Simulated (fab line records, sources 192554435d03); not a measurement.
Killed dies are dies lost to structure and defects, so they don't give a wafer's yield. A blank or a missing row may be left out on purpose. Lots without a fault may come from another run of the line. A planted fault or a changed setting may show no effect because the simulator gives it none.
Chamber matching | flow n5_finfet | N5_BEOL_M0_CUTY_ETCH_62 on rie_diel-01: 4 sister chambers
The step etches SiARC in CF4, time 58.5 s. 16 wafers are shown with their chamber, then 8 later ones without.

WAFERS WITH THEIR CHAMBER
wafer  | chamber | showerhead_plenum_p_Torr (Torr) | drypump_motor_current_A (A) | throttle_valve_pct (%)
L075.1 | 3       | 2.18                            | 5.7                         | 15.93
L075.4 | 1       | 2.28                            | 5.7                         | 15.72
L075.6 | 3       | 2.18                            | 5.7                         | 15.93
L079.1 | 2       | 2.16                            | 5.2                         | 15.21
L079.2 | 0       | 2.01                            | 6.0                         | 15.79
L079.3 | 1       | 2.27                            | 5.7                         | 15.72
L083.1 | 3       | 2.17                            | 5.7                         | 15.99
L083.3 | 1       | 2.27                            | 5.7                         | 15.74
L083.4 | 0       | 2.00                            | 6.1                         | 15.81
L084.1 | 1       | 2.27                            | 5.7                         | 15.75
L084.4 | 3       | 2.17                            | 5.7                         | 15.99
L084.6 | 1       | 2.27                            | 5.7                         | 15.75
L087.2 | 1       | 2.27                            | 5.7                         | 15.76
L087.3 | 3       | 2.17                            | 5.7                         | 16.00
L087.4 | 3       | 2.17                            | 5.7                         | 16.01
L089.2 | 1       | 2.27                            | 5.7                         | 15.78

SIGNATURES (means of the wafers above)
reading                  | chamber 0 | chamber 1 | chamber 2 | chamber 3 | scatter within a chamber
showerhead_plenum_p_Torr | 2.0050    | 2.2714    | 2.1600    | 2.1733    | 0.00474
drypump_motor_current_A  | 6.050     | 5.700     | 5.200     | 5.700     | 0.0204
throttle_valve_pct       | 15.8000   | 15.7457   | 15.2100   | 15.9750   | 0.0279
Rule: a wafer's distance from a chamber is the root of the sum, over the readings, of the square of ((its reading less the chamber's mean) divided by the reading's scatter). The wafer belongs to the nearest chamber; if the next one is less than 2 further off, it can't be placed. The scatter: the root of (the sum of the squares of (reading less its chamber's mean) over the shown wafers, divided by (wafers less chambers)).

WAFERS WITHOUT THEIR CHAMBER
wafer  | showerhead_plenum_p_Torr (Torr) | drypump_motor_current_A (A) | throttle_valve_pct (%)
L089.4 | 2.15                            | 5.2                         | 15.24
L089.5 | 2.17                            | 5.7                         | 15.99
L091.1 | 2.25                            | 6.0                         | 15.29
L091.5 | 2.26                            | 5.7                         | 15.79
L091.6 | 2.15                            | 5.2                         | 15.26
L092.1 | 2.15                            | 5.2                         | 15.27
L092.3 | 2.16                            | 5.7                         | 16.02
L092.4 | 2.26                            | 5.7                         | 15.78

WHICH CHAMBER EACH WENT THROUGH
wafer  | from the rows above | in truth
L089.4 | 2                   | 2
L089.5 | 3                   | 3
L091.1 | 1                   | 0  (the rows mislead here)
L091.5 | 1                   | 1
L091.6 | 2                   | 2
L092.1 | 2                   | 2
L092.3 | 3                   | 3
L092.4 | 1                   | 1
Placed correctly: 7 of 8. Can't be placed from these rows: 0. Placed wrongly: 1.
